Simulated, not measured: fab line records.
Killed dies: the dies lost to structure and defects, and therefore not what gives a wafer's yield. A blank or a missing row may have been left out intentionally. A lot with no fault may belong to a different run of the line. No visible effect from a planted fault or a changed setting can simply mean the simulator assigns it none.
fab line records | flow n5Finfet | part 2 of 2: steps 16 to 27 of 27
record: lots: 5 | wafers: 15 | lastDay: 16
route steps=1938 shown BEOL_M4@1059
lots that met no fault: taken from a fault-free run of the same line
startH: hours from the record's first day to the start of the lot's first wafer shown | waitH: how many hours have passed since the lot's step before this one | " repeats the value in the row above | L1.1+2: one row covering several wafers at once | - no value, or no start was given | * or withheld: withheld | < > ~ a bound
route shown NAME@n: names a module that has steps shown in the file, with the first one's number in the route | usual: the fault-free wafers' mean and standard deviation | same: alike in all rows | chamber/n: place in a boat | sites: each site's reading | _std_site: the values' standard deviation | _edge_site: mean of outer sites minus mean of inner sites | radiusMm: how far each site lies from the wafer's centre | mask NAME#n: copy n | behind: tool/chamber where the wafer was last shaped | hold: what put the lot on hold/how long, in hours/how the hold closed | device: which transistor (n, p or np) failed to switch | end of line: at the end of the route, the tests of the same wafers | a step without rows: its recipe alone | killed: count of dies lost to structure and defects at first sort (not the wafer's yield) | map: a wafer's dies, marking killed ones x, the rest . and places with no die _
set.NAME: setting as actually run; set.NAME@STEP: the setting as run at that earlier step | model.NAME: the simulator's own value behind a step, which no gauge read
lots seen at some steps along the route; tables by step, rows by wafer
services: the hour from which a tool's chamber was out of use, counted from the record's first day as startH (under 0 if before that day), plus the number of hours and why
== steps ==
step: N5_BEOL_M4_HM_STRIP_39
recipe: chemistry: peroxideTinStrip | material: TiN | targetDepthA: 250 | tempC: 50 | timeS: 158
lot.wafer  | tool        | chamber | startH | waitH
L074.1+2+4 | wetBench-05 | 1,2,0   | 194.13 | 0.0
L077.3+4+5 | wetBench-03 | 7,3,0   | 210.88 | 0.0
L078.2+5+6 | wetBench-03 | 2,7,4   | 213.48 | 0.0
L083.4+5+6 | wetBench-03 | 1,2,7   | 240.88 | 0.0
L086.2+4+6 | wetBench-06 | 4,5,2   | 277.04 | 0.0
step: N5_BEOL_M4_SRD_40
recipe: timeS: 30 | tempC: 23 | rinseLiquid: diw | dry: ipaMarangoni
lot.wafer  | tool        | chamber | startH | waitH
L074.1+2+4 | wetBench-05 | 1,2,0   | 194.18 | 0.0
L077.3+4+5 | wetBench-03 | 7,3,0   | 210.93 | 0.0
L078.2+5+6 | wetBench-03 | 2,7,4   | 213.53 | 0.0
L083.4+5+6 | wetBench-03 | 1,2,7   | 240.92 | 0.0
L086.2+4+6 | wetBench-06 | 4,5,2   | 277.09 | 0.0
step: N5_BEOL_M4_PRECLEAN_42
recipe: chemistry: residueRemover | timeS: 60 | tempC: 40
lot.wafer  | tool        | chamber | startH | waitH
L074.1+2+4 | wetBench-05 | 1,2,0   | 194.19 | 0.0
L077.3+4+5 | wetBench-03 | 7,3,0   | 210.94 | 0.0
L078.2+5+6 | wetBench-03 | 2,7,4   | 213.54 | 0.0
L083.4+5+6 | wetBench-03 | 1,2,7   | 240.94 | 0.0
L086.2+4+6 | wetBench-06 | 4,5,2   | 277.11 | 0.0
step: N5_BEOL_M4_SRD_43
recipe: timeS: 30 | tempC: 23 | rinseLiquid: diw | dry: ipaMarangoni
lot.wafer  | tool        | chamber | startH | waitH
L074.1+2+4 | wetBench-05 | 1,2,0   | 194.21 | 0.0
L077.3+4+5 | wetBench-03 | 7,3,0   | 210.96 | 0.0
L078.2+5+6 | wetBench-03 | 2,7,4   | 213.56 | 0.0
L083.4+5+6 | wetBench-03 | 1,2,7   | 240.96 | 0.0
L086.2+4+6 | wetBench-06 | 4,5,2   | 277.12 | 0.0
step: N5_BEOL_M4_CD_MEAS_35
recipe: targetCdNm: 18 | targetCdYNm: 22.4 | polarity: opening
usual: cdNm: 17.9/0.37
lot.wafer | tool     | chamber | startH | waitH | cdNm
L074.1    | cdSem-03 | -       | 194.25 | 0.0   | 18.1
L074.2    | "        | -       | "      | "     | 17.8
L074.4    | "        | -       | "      | "     | 17.7
L077.3    | cdSem-01 | -       | 211.00 | 0.0   | 17.0
L077.4    | "        | -       | "      | "     | 17.7
L077.5    | "        | -       | "      | "     | 17.9
L078.2    | cdSem-03 | -       | 213.60 | 0.0   | 17.6
L078.5    | "        | -       | "      | "     | 17.7
L078.6    | "        | -       | "      | "     | 17.6
L083.4    | cdSem-01 | -       | 241.00 | 0.0   | 17.8
L083.5    | "        | -       | "      | "     | 17.6
L083.6    | "        | -       | "      | "     | 17.6
L086.2    | cdSem-03 | -       | 277.17 | 0.0   | 17.6
L086.4    | "        | -       | "      | "     | 18.2
L086.6    | "        | -       | "      | "     | 18.5
step: N5_BEOL_M4_DEGAS_44
recipe: ambient: vacuum | tempC: 250 | timeS: 60
usual: heaterPowerW: 338/37
lot.wafer | tool          | chamber | startH | waitH | heaterPowerW
L074.1    | pvdSputter-03 | -       | 194.77 | 0.5   | 306
L074.2    | "             | -       | "      | "     | 330
L074.4    | "             | -       | "      | "     | 308
L077.3    | pvdSputter-02 | -       | 211.08 | 0.1   | 290
L077.4    | "             | -       | "      | "     | 336
L077.5    | "             | -       | "      | "     | 337
L078.2    | pvdSputter-03 | -       | 214.19 | 0.6   | 312
L078.5    | "             | -       | "      | "     | 330
L078.6    | "             | -       | "      | "     | 310
L083.4    | pvdSputter-01 | -       | 241.15 | 0.1   | 371
L083.5    | "             | -       | "      | "     | 394
L083.6    | "             | -       | "      | "     | 377
L086.2    | pvdSputter-03 | -       | 277.49 | 0.3   | 352
L086.4    | "             | -       | "      | "     | 318
L086.6    | "             | -       | "      | "     | 298
step: N5_BEOL_M4_PRE_CLEAN_45
recipe: gas: H2/He | timeS: 30 | tempC: 250
usual: heaterPowerW: 338/37
lot.wafer | tool          | chamber | startH | waitH | heaterPowerW
L074.1    | pvdSputter-03 | -       | 194.81 | 0.0   | 310
L074.2    | "             | -       | "      | "     | 327
L074.4    | "             | -       | "      | "     | 310
L077.3    | pvdSputter-02 | -       | 211.12 | 0.0   | 287
L077.4    | "             | -       | "      | "     | 339
L077.5    | "             | -       | "      | "     | 346
L078.2    | pvdSputter-03 | -       | 214.23 | 0.0   | 316
L078.5    | "             | -       | "      | "     | 331
L078.6    | "             | -       | "      | "     | 313
L083.4    | pvdSputter-01 | -       | 241.19 | 0.0   | 375
L083.5    | "             | -       | "      | "     | 394
L083.6    | "             | -       | "      | "     | 378
L086.2    | pvdSputter-03 | -       | 277.53 | 0.0   | 359
L086.4    | "             | -       | "      | "     | 330
L086.6    | "             | -       | "      | "     | 316
step: N5_BEOL_M4_ALD_84
recipe: material: TaN | targetThkA: * | tempC: 275 | aldPrecursorFamily: PDMAT | aldCoReactant: NH3 | pressureTorr: 3 | carrierFlowSccm: 1500 | pulseTimeS: 2 | purgeTimeS: 3 | coReactantPurgeTimeS: 2 | coReactantPulseTimeS: 3 | aldCycles: 30 | precursorVesselTempC: 75 | precursorVesselPressureTorr: 26.25 | precursorVesselCarrierSccm: 1000
usual: heaterPowerW: 404/50 | mfcCarrierSccm: 1500/4.4
lot.wafer | tool        | chamber | startH | waitH | heaterPowerW | mfcCarrierSccm
L074.1    | aldMetal-01 | 3       | 194.91 | 0.1   | 401          | 1494
L074.2    | "           | 1       | "      | "     | 315          | 1495
L074.4    | "           | 0       | "      | "     | 390          | 1497
L077.3    | aldMetal-04 | 2       | 211.29 | 0.1   | 396          | 1494
L077.4    | "           | 1       | "      | "     | 398          | 1502
L077.5    | "           | 2       | "      | "     | 400          | 1498
L078.2    | aldMetal-03 | 1       | 214.33 | 0.1   | 402          | 1503
L078.5    | "           | 2       | "      | "     | 428          | 1501
L078.6    | "           | 1       | "      | "     | 401          | 1502
L083.4    | aldMetal-04 | 1       | 241.39 | 0.2   | 399          | 1499
L083.5    | "           | 2       | "      | "     | 408          | 1500
L083.6    | "           | 3       | "      | "     | 334          | 1494
L086.2    | aldMetal-03 | 3       | 277.61 | 0.1   | 457          | 1502
L086.4    | "           | 0       | "      | "     | 505          | 1499
L086.6    | "           | 1       | "      | "     | 393          | 1495
step: N5_BEOL_M4_SURFACE_TREAT_85
recipe: gas: Ar | timeS: * | ionEnergyEv: * | ionCurrentMaCm2: 0.5 | pressureMtorr: * | arFlowSccm: 30
usual: arFlowSccm: 29.99/0.093 | throttleValvePct: *
lot.wafer | tool          | chamber | startH | waitH | arFlowSccm | throttleValvePct
L074.1    | pvdSputter-03 | -       | 195.18 | 0.2   | 30.01      | *
L074.2    | "             | -       | "      | "     | 29.90      | *
L074.4    | "             | -       | "      | "     | 29.86      | *
L077.3    | pvdSputter-03 | -       | 211.51 | 0.1   | 30.01      | *
L077.4    | "             | -       | "      | "     | 30.09      | *
L077.5    | "             | -       | "      | "     | 29.91      | *
L078.2    | pvdSputter-03 | -       | 214.65 | 0.2   | 29.86      | *
L078.5    | "             | -       | "      | "     | 29.86      | *
L078.6    | "             | -       | "      | "     | 29.94      | *
L083.4    | pvdSputter-01 | -       | 241.63 | 0.1   | 29.96      | *
L083.5    | "             | -       | "      | "     | 29.96      | *
L083.6    | "             | -       | "      | "     | 30.09      | *
L086.2    | pvdSputter-02 | -       | 277.86 | 0.2   | 29.82      | *
L086.4    | "             | -       | "      | "     | 29.93      | *
L086.6    | "             | -       | "      | "     | 30.00      | *
step: N5_BEOL_M4_CVD_47
recipe: material: Co | targetThkA: 30 | tempC: withheld | precursor: CCTBA/H2 | pressureTorr: 30 | timeS: 223.8
lot.wafer  | tool     | chamber | startH | waitH
L074.1+2+4 | cvdCo-02 | 1,2,0   | 195.24 | 0.0
L077.3+4+5 | cvdCo-01 | 2,1,2   | 211.60 | 0.1
L078.2+5+6 | cvdCo-02 | 0,1,0   | 214.99 | 0.3
L083.4+5+6 | cvdCo-02 | 1,2,0   | 241.96 | 0.3
L086.2+4+6 | cvdCo-01 | 1,0,2   | 278.01 | 0.1
step: N5_BEOL_M4_SPUTTER_48
recipe: material: Cu | targetThkA: 45 | tempC: -20 | chamberPressurePa: 0.07 | powerW: withheld | timeS: 8.29
usual: chuckSensorTempC: -16.2/0.46 | throttleValvePct: 30.0/0.98
lot.wafer | tool          | chamber | startH | waitH | chuckSensorTempC | throttleValvePct
L074.1    | pvdSputter-03 | -       | 195.41 | 0.1   | -15.6            | 29.9
L074.2    | "             | -       | "      | "     | -16.0            | 28.3
L074.4    | "             | -       | "      | "     | -15.8            | 30.2
L077.3    | pvdSputter-03 | -       | 211.79 | 0.1   | -15.9            | 30.8
L077.4    | "             | -       | "      | "     | -15.4            | 30.2
L077.5    | "             | -       | "      | "     | -15.5            | 29.8
L078.2    | pvdSputter-02 | -       | 216.28 | 1.2   | -16.7            | 30.7
L078.5    | "             | -       | "      | "     | -16.2            | 31.2
L078.6    | "             | -       | "      | "     | -16.3            | 29.7
L083.4    | pvdSputter-01 | -       | 243.51 | 1.5   | -17.3            | 29.3
L083.5    | "             | -       | "      | "     | -15.9            | 30.1
L083.6    | "             | -       | "      | "     | -16.2            | 29.2
L086.2    | pvdSputter-03 | -       | 278.17 | 0.1   | -15.5            | 29.9
L086.4    | "             | -       | "      | "     | -15.5            | 30.0
L086.6    | "             | -       | "      | "     | -15.6            | 30.3
step: N5_BEOL_M4_ANNEAL_49
recipe: tempC: 400 | timeS: 240 | ambient: vacuum
usual: heaterPowerW: 858/94
lot.wafer | tool          | chamber | startH | waitH | heaterPowerW
L074.1    | pvdSputter-03 | -       | 195.49 | 0.0   | 831
L074.2    | "             | -       | "      | "     | 864
L074.4    | "             | -       | "      | "     | 768
L077.3    | pvdSputter-03 | -       | 211.87 | 0.0   | 769
L077.4    | "             | -       | "      | "     | 777
L077.5    | "             | -       | "      | "     | 817
L078.2    | pvdSputter-02 | -       | 216.36 | 0.0   | 839
L078.5    | "             | -       | "      | "     | 736
L078.6    | "             | -       | "      | "     | 1049
L083.4    | pvdSputter-01 | -       | 243.59 | 0.0   | 937
L083.5    | "             | -       | "      | "     | 907
L083.6    | "             | -       | "      | "     | 972
L086.2    | pvdSputter-03 | -       | 278.25 | 0.0   | 810
L086.4    | "             | -       | "      | "     | 772
L086.6    | "             | -       | "      | "     | 772
== services ==
tool          | chamber | startH | hours | kind
pvdSputter-01 | -       | 143.59 | 5.2   | repair
rieDiel-02    | 0       | 153.84 | 5.9   | repair
rieDiel-02    | 1       | 156.34 | 5.9   | repair
cvdCo-02      | -       | 158.69 | 6.9   | pm
aldSin-03     | 0       | 163.40 | 1.3   | repair
aldMetal-03   | 1       | 172.90 | 21.4  | repair
aldSin-02     | -       | 176.82 | 14.0  | pm
aldMetal-01   | 0       | 184.23 | 9.4   | repair
rieDiel-02    | 0       | 190.66 | 4.0   | repair
aldSin-02     | 3       | 191.22 | 1.4   | repair
aldSin-03     | 1       | 199.95 | 19.4  | repair
aldMetal-04   | -       | 200.56 | 1.5   | repair
aldMetal-01   | -       | 203.04 | 8.7   | pm
rieDiel-02    | 2       | 212.97 | 7.8   | repair
aldMetal-01   | 2       | 219.39 | 22.7  | repair
aldMetal-01   | 0       | 233.40 | 26.1  | repair
rieDiel-02    | 0       | 233.99 | 1.9   | repair
aldMetal-03   | -       | 241.33 | 28.1  | pm
aldMetal-01   | 3       | 243.53 | 3.2   | repair
aldSin-02     | -       | 243.74 | 6.1   | pm
aldSin-03     | -       | 270.14 | 14.0  | pm
aldSin-02     | -       | 271.91 | 0.9   | repair
rieDiel-02    | 2       | 274.60 | 2.7   | repair
aldSin-02     | 2       | 276.83 | 14.5  | repair
